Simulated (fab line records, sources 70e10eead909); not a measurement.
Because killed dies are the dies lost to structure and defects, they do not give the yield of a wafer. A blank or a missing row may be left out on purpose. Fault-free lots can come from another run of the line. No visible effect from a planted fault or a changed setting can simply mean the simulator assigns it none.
Which tool did it?	flow nand-harc	Sampling: 24 lots, 72 wafers, 6 of 1302 route steps

== WHAT THE GAUGES SHOWED, per wafer ==
NHARC_A_SGD_CUT_INSPECT_25. Usual: 413 for raw-defect-count, sd 100.
lot	measured	on	raw-defect-count	flag
L074	day 19 14:46	defect-inspect-02	387 298 384	
L075	day 20 07:02	defect-inspect-02	325 350 379	
L077	day 20 07:02	defect-inspect-01	381 377 442	
L076	day 20 11:08	defect-inspect-02	327 290 364	
L078	day 21 01:07	defect-inspect-02	441 372 380	
L079	day 21 01:08	defect-inspect-01	467 362 383	
L080	day 22 08:07	defect-inspect-02	296 392 356	
L081	day 22 08:04	defect-inspect-01	417 391 545	
L082	day 22 23:17	defect-inspect-02	335 743 675	
L084	day 23 14:00	defect-inspect-01	387 300 301	
L083	day 23 14:00	defect-inspect-02	413 425 380	
L085	day 24 00:08	defect-inspect-02	470 455 453	
L086	day 24 00:08	defect-inspect-01	342 408 456	
L087	day 24 11:07	defect-inspect-01	497 587 423	
L089	day 25 09:26	defect-inspect-02	374 318 341	
L088	day 25 09:26	defect-inspect-01	318 283 417	
L090	day 26 06:58	defect-inspect-01	309 345 354	
L091	day 26 02:40	defect-inspect-02	487 422 459	
L092	day 27 08:25	defect-inspect-01	519 295 460	
L093	day 27 08:25	defect-inspect-02	441 461 339	
L095	day 27 08:24	defect-inspect-01	317 293 369	
L094	day 28 07:41	defect-inspect-01	428 448 693	
L096	day 29 07:47	defect-inspect-01	605 736 643	
L097	day 29 07:56	defect-inspect-02	398 332 300	

NHARC_A_SLIT_INSPECT_11. Usual: 59 for raw-defect-count, sd 22.
lot	measured	on	raw-defect-count	flag
L074	day 19 19:49	defect-inspect-01	61 54 61	
L075	day 20 12:04	defect-inspect-02	75 65 65	
L077	day 20 11:55	defect-inspect-01	126 109 117	
L076	day 20 19:01	defect-inspect-01	15 19 15	
L078	day 21 06:19	defect-inspect-01	85 87 79	
L079	day 21 07:30	defect-inspect-01	35 28 33	
L080	day 22 13:14	defect-inspect-02	76 74 83	
L081	day 22 13:05	defect-inspect-01	64 69 53	
L082	day 23 06:44	defect-inspect-02	28 30 36	
L084	day 23 18:50	defect-inspect-01	38 38 44	
L083	day 23 19:00	defect-inspect-01	85 75 83	
L085	day 24 05:01	defect-inspect-02	55 67 56	
L086	day 24 06:15	defect-inspect-01	38 42 40	
L087	day 24 17:57	defect-inspect-01	63 71 67	
L089	day 25 14:19	defect-inspect-01	79 68 70	
L088	day 25 14:28	defect-inspect-02	42 44 61	
L090	day 26 15:08	defect-inspect-01	70 68 65	
L091	day 26 07:39	defect-inspect-02	56 59 53	
L092	day 27 15:03	defect-inspect-01	70 53 59	
L093	day 27 14:53	defect-inspect-02	82 65 49	
L095	day 27 13:25	defect-inspect-02	64 68 79	
L094	day 28 12:33	defect-inspect-01	57 59 61	
L096	day 29 14:43	defect-inspect-02	82 67 64	
L097	day 29 15:37	defect-inspect-02	31 37 19	

== WHICH TOOL RAN EACH LOT (tool, then ch and the chambers of the sampled wafers, then the start) ==
lot	NHARC_A_STAIRCASE_DEP_417	NHARC_A_STAIRCASE_ETCH_444	NHARC_A_STAIRCASE_ETCHBACK_157	NHARC_A_SGD_CUT_ETCH_58
L074	pecvd-04 ch 1,2, day 17 04:38	rie-diel-02 ch 0,3, day 18 23:43	rie-diel-02 ch 1,3, day 19 05:49	rie-diel-09 ch 0,3, day 19 08:13
L075	pecvd-04 ch 1,2, day 18 02:59	rie-diel-11 ch 0,1,2, day 19 17:02	rie-diel-04 ch 0,2,3, day 19 22:37	rie-diel-06 ch 0,2,3, day 20 00:28
L077	pecvd-04 ch 1,2, day 18 04:03	rie-diel-02 ch 0,2, day 19 17:38	rie-diel-04 ch 0,2,3, day 19 23:18	rie-diel-09 ch 1,2,3, day 20 01:19
L076	pecvd-04 ch 0,1,2, day 18 07:22	rie-diel-02 ch 1,2, day 19 20:40	rie-diel-04 ch 0,1,2, day 20 02:49	rie-diel-06 ch 0,1,3, day 20 04:46
L078	pecvd-02 ch 1,2, day 18 20:45	rie-diel-11 ch 0,1, day 20 10:35	rie-diel-11 ch 0,2, day 20 16:37	rie-diel-06 ch 1,2, day 20 18:43
L079	pecvd-02 ch 0,1,2, day 18 23:52	rie-diel-04 ch 0,1,3, day 20 11:42	rie-diel-11 ch 1,2, day 20 16:54	rie-diel-10 ch 1,2, day 20 18:54
L080	pecvd-02 ch 0,2, day 19 23:48	rie-diel-04 ch 0,2,3, day 21 15:14	rie-diel-11 ch 0,1, day 21 20:40	rie-diel-06 ch 0,3, day 21 22:35
L081	pecvd-02 ch 0,1, day 20 03:17	rie-diel-02 ch 1,2,3, day 21 14:31	rie-diel-04 ch 0,1,2, day 21 21:12	rie-diel-10 ch 1,2,3, day 21 23:09
L082	pecvd-02 ch 1,2, day 20 09:13	rie-diel-04 ch 1,3, day 22 08:42	rie-diel-04 ch 1,3, day 22 14:49	rie-diel-09 ch 1,3, day 22 16:43
L084	pecvd-01 ch 0,1,2, day 21 05:23	rie-diel-02 ch 1,3, day 22 23:19	rie-diel-02 ch 0,2, day 23 05:07	rie-diel-09 ch 0,1,3, day 23 06:57
L083	pecvd-02 ch 0,1,2, day 21 08:40	rie-diel-11 ch 0,1,3, day 22 23:32	rie-diel-11 ch 0,1,3, day 23 05:17	rie-diel-10 ch 0,2,3, day 23 07:20
L085	pecvd-04 ch 0,2, day 21 21:31	rie-diel-11 ch 0,1,3, day 23 09:43	rie-diel-11 ch 0,2,3, day 23 15:47	rie-diel-06 ch 0,3, day 23 17:45
L086	pecvd-04 ch 0,1,2, day 21 23:49	rie-diel-02 ch 0,1,2, day 23 10:12	rie-diel-04 ch 0,1,2, day 23 16:34	rie-diel-09 ch 0,3, day 23 18:40
L087	pecvd-02 ch 0,1,2, day 22 06:49	rie-diel-04 ch 0,3, day 23 19:42	rie-diel-02 ch 0,1,3, day 24 01:53	rie-diel-06 ch 0,2, day 24 03:41
L089	pecvd-04 ch 1,2, day 23 05:37	rie-diel-11 ch 0,1,2, day 24 18:08	rie-diel-04 ch 1,2,3, day 25 00:16	rie-diel-10 ch 0,2,3, day 25 02:17
L088	pecvd-01 ch 0,1,2, day 23 06:40	rie-diel-02 ch 0,2,3, day 24 18:46	rie-diel-04 ch 1,3, day 25 00:26	rie-diel-09 ch 0,1,3, day 25 02:40
L090	pecvd-01 ch 0,2, day 23 20:19	rie-diel-11 ch 1,3, day 25 12:44	rie-diel-04 ch 0,2, day 25 18:28	rie-diel-09 ch 0,2, day 26 00:25
L091	pecvd-02 ch 0,2, day 24 01:02	rie-diel-04 ch 1,2,3, day 25 12:07	rie-diel-11 ch 0,2, day 25 18:17	rie-diel-06 ch 0,1,2, day 25 20:10
L092	pecvd-04 ch 0,1,2, day 25 01:09	rie-diel-04 ch 0,1, day 26 20:41	rie-diel-04 ch 0,2, day 27 02:52	rie-diel-10 ch 0,1,2, day 27 04:41
L093	pecvd-02 ch 0,1,2, day 25 01:24	rie-diel-02 ch 0,2, day 26 18:13	rie-diel-02 ch 2,3, day 27 00:24	rie-diel-09 ch 0,1, day 27 02:30
L095	pecvd-02 ch 0,1,2, day 25 08:35	rie-diel-04 ch 0,1,2, day 26 18:14	rie-diel-11 ch 1,2,3, day 27 00:09	rie-diel-06 ch 1,2,3, day 27 01:59
L094	pecvd-02 ch 0,1, day 26 04:58	rie-diel-02 ch 1,2, day 27 16:07	rie-diel-11 ch 0,1,2, day 27 21:47	rie-diel-10 ch 0,1, day 27 23:44
L096	pecvd-02 ch 0,1,2, day 27 03:47	rie-diel-04 ch 0,1, day 28 14:54	rie-diel-02 ch 0,2,3, day 28 21:03	rie-diel-09 ch 0,3, day 28 22:59
L097	pecvd-04 ch 0,1,2, day 27 05:09	rie-diel-02 ch 2,3, day 28 14:28	rie-diel-04 ch 0,1,2, day 28 20:38	rie-diel-10 ch 0,2, day 28 22:34
- NHARC_A_STAIRCASE_DEP_417: deposits Si3N4, target thk 60 nm.
- NHARC_A_STAIRCASE_ETCH_444: etches the open film in C4F8/O2, target depth 20400 nm, time 6800 s.
- NHARC_A_STAIRCASE_ETCHBACK_157: etches the open film in CH3F/O2, target depth 90 nm, time 167.14 s.
- NHARC_A_SGD_CUT_ETCH_58: etches the open film in CF4, target depth 39 nm, time 65 s.

== AS READ BY THE TOOLS THEMSELVES (means over the sampled wafers that have a number; for cases with no such wafer, the mark the record gives instead) ==
NHARC_A_STAIRCASE_DEP_417. Usual: 710 W for heater-power-w, sd 81.
lot	tool	heater-power-w (W)	flag
L074	pecvd-04	719	
L075	pecvd-04	680	
L077	pecvd-04	658	
L076	pecvd-04	735	
L078	pecvd-02	715	
L079	pecvd-02	713	
L080	pecvd-02	761	
L081	pecvd-02	554	
L082	pecvd-02	748	
L084	pecvd-01	751	
L083	pecvd-02	739	
L085	pecvd-04	666	
L086	pecvd-04	741	
L087	pecvd-02	678	
L089	pecvd-04	810	
L088	pecvd-01	748	
L090	pecvd-01	758	
L091	pecvd-02	746	
L092	pecvd-04	680	
L093	pecvd-02	694	
L095	pecvd-02	719	
L094	pecvd-02	683	
L096	pecvd-02	695	
L097	pecvd-04	737	

NHARC_A_STAIRCASE_ETCH_444. Usual: chamber-pressure-mTorr 24.997 mTorr, standard deviation 0.024; oes-product-au 0.939 a.u., standard deviation 0.019; rf-vpp-V 806 V, standard deviation 5.1.
lot	tool	chamber-pressure-mTorr (mTorr)	oes-product-au (a.u.)	rf-vpp-V (V)	flag
L074	rie-diel-02	25.004	0.970	803	
L075	rie-diel-11	24.998	0.970	806	
L077	rie-diel-02	25.023	0.952	803	
L076	rie-diel-02	24.978	0.921	810	
L078	rie-diel-11	25.021	0.974	801	
L079	rie-diel-04	25.011	0.935	808	
L080	rie-diel-04	25.005	0.925	808	
L081	rie-diel-02	25.004	0.918	808	
L082	rie-diel-04	25.005	0.931	808	
L084	rie-diel-02	25.004	0.928	810	
L083	rie-diel-11	24.986	0.931	804	
L085	rie-diel-11	24.988	0.930	804	
L086	rie-diel-02	25.012	0.926	804	
L087	rie-diel-04	25.004	0.967	808	
L089	rie-diel-11	25.011	0.928	805	
L088	rie-diel-02	24.994	0.924	804	
L090	rie-diel-11	24.996	0.933	805	
L091	rie-diel-04	25.007	0.961	808	
L092	rie-diel-04	24.979	0.929	809	
L093	rie-diel-02	24.996	0.944	801	
L095	rie-diel-04	24.981	0.925	809	
L094	rie-diel-02	24.983	0.928	805	
L096	rie-diel-04	25.013	0.926	810	
L097	rie-diel-02	24.987	0.922	805	

NHARC_A_STAIRCASE_ETCHBACK_157. Usual: chamber-pressure-mTorr 25.002 mTorr, standard deviation 0.024; drypump-motor-current-A 5.62 A, standard deviation 0.29; oes-product-au 0.97 a.u., standard deviation 0.033; rf-vpp-V 244.4 V, standard deviation 1.7; showerhead-plenum-p-Torr 2.47 Torr, standard deviation 0.11; throttle-valve-pct 20.664 %, standard deviation 0.0096.
lot	tool	chamber-pressure-mTorr (mTorr)	drypump-motor-current-A (A)	oes-product-au (a.u.)	rf-vpp-V (V)	showerhead-plenum-p-Torr (Torr)	throttle-valve-pct (%)	flag
L074	rie-diel-02	24.996	5.40	1.00	244.8	2.54	20.661	
L075	rie-diel-04	24.986	5.51	0.94	244.4	2.49	20.660	
L077	rie-diel-04	25.026	5.55	0.95	244.2	2.49	20.659	
L076	rie-diel-04	25.015	5.75	0.93	244.4	2.52	20.668	
L078	rie-diel-11	25.003	5.64	0.92	245.8	2.54	20.666	
L079	rie-diel-11	24.991	5.77	0.99	244.0	2.47	20.662	
L080	rie-diel-11	24.990	5.60	1.01	243.3	2.34	20.668	
L081	rie-diel-04	25.034	5.78	0.91	244.9	2.52	20.668	
L082	rie-diel-04	25.015	5.20	0.99	244.2	2.44	20.661	
L084	rie-diel-02	24.998	5.89	0.99	241.7	2.34	20.667	
L083	rie-diel-11	25.014	5.60	1.01	243.8	2.39	20.657	
L085	rie-diel-11	24.998	5.63	0.95	244.2	2.49	20.664	
L086	rie-diel-04	25.003	5.77	1.00	245.1	2.51	20.665	
L087	rie-diel-02	25.034	5.56	0.93	244.2	2.46	20.672	
L089	rie-diel-04	25.006	5.55	1.00	245.0	2.46	20.664	
L088	rie-diel-04	24.975	5.23	1.00	243.7	2.43	20.664	
L090	rie-diel-04	24.991	5.82	1.00	244.6	2.50	20.660	
L091	rie-diel-11	25.014	5.50	0.95	243.0	2.40	20.668	
L092	rie-diel-04	25.007	5.83	0.99	245.2	2.49	20.670	
L093	rie-diel-02	25.006	5.75	1.01	243.3	2.40	20.662	
L095	rie-diel-11	24.986	5.77	0.99	244.3	2.50	20.675	
L094	rie-diel-11	24.995	5.62	0.94	245.5	2.55	20.668	
L096	rie-diel-02	24.988	5.62	0.94	243.1	2.37	20.662	
L097	rie-diel-04	25.000	5.76	0.93	245.2	2.49	20.669	

NHARC_A_SGD_CUT_ETCH_58. Usual: chamber-pressure-mTorr 50.00 mTorr, standard deviation 0.047; drypump-motor-current-A 5.8 A, standard deviation 0.38; oes-product-au 1.003 a.u., standard deviation 0.0076; rf-vpp-V 150.9 V, standard deviation 1; showerhead-plenum-p-Torr 1.74 Torr, standard deviation 0.057; throttle-valve-pct 13.283 %, standard deviation 0.009.
lot	tool	chamber-pressure-mTorr (mTorr)	drypump-motor-current-A (A)	oes-product-au (a.u.)	rf-vpp-V (V)	showerhead-plenum-p-Torr (Torr)	throttle-valve-pct (%)	flag
L074	rie-diel-09	49.96	6.0	1.013	150.7	1.77	13.279	
L075	rie-diel-06	50.00	5.9	1.004	150.5	1.69	13.284	
L077	rie-diel-09	49.92	6.0	1.007	151.4	1.74	13.271	
L076	rie-diel-06	49.98	6.0	1.000	150.2	1.74	13.286	
L078	rie-diel-06	50.05	5.5	1.002	151.3	1.74	13.284	
L079	rie-diel-10	49.97	5.6	1.008	150.6	1.71	13.280	
L080	rie-diel-06	50.04	6.2	0.997	151.4	1.72	13.288	
L081	rie-diel-10	49.98	5.3	1.005	150.8	1.72	13.283	
L082	rie-diel-09	50.01	6.0	1.012	150.3	1.73	13.278	
L084	rie-diel-09	50.00	5.9	1.009	151.5	1.76	13.285	
L083	rie-diel-10	49.99	5.5	1.001	150.9	1.72	13.285	
L085	rie-diel-06	50.04	6.1	1.002	150.3	1.70	13.281	
L086	rie-diel-09	50.01	5.9	1.000	151.7	1.80	13.282	
L087	rie-diel-06	50.04	5.6	1.007	150.1	1.65	13.277	
L089	rie-diel-10	50.00	5.5	1.001	150.4	1.72	13.285	
L088	rie-diel-09	49.95	5.9	0.998	151.3	1.76	13.278	
L090	rie-diel-09	50.03	5.9	0.996	150.9	1.79	13.290	
L091	rie-diel-06	50.05	5.7	0.992	149.7	1.70	13.281	
L092	rie-diel-10	50.01	5.6	1.008	151.1	1.75	13.286	
L093	rie-diel-09	50.01	5.8	1.007	150.9	1.79	13.287	
L095	rie-diel-06	49.96	5.7	1.004	151.5	1.71	13.294	
L094	rie-diel-10	49.99	5.3	1.009	151.4	1.79	13.293	
L096	rie-diel-09	49.97	5.9	0.994	151.7	1.80	13.278	
L097	rie-diel-10	49.99	5.8	1.001	150.7	1.71	13.281	

== THE ANSWER, worked out from the rows above alone ==
Rule: a lot counts as off when the mean over its wafers that have a number is more than 3 standard deviations away from the usual mean. Also off: a lot with no number at a reading for which 4 or more lots have one. Where the step has rows for the other lots, those lots are counted as sound. The gauges are gone through in route order, then the tools' own readings, and for those a lot's mean is taken as printed above. At the first step where some lot is off, the reading lying furthest off is the one used; lots without a number count as furthest.
None of the lots is off at any reading shown; this tells nothing.

== WHAT HAD BEEN PUT IN BY THE SIMULATOR ==
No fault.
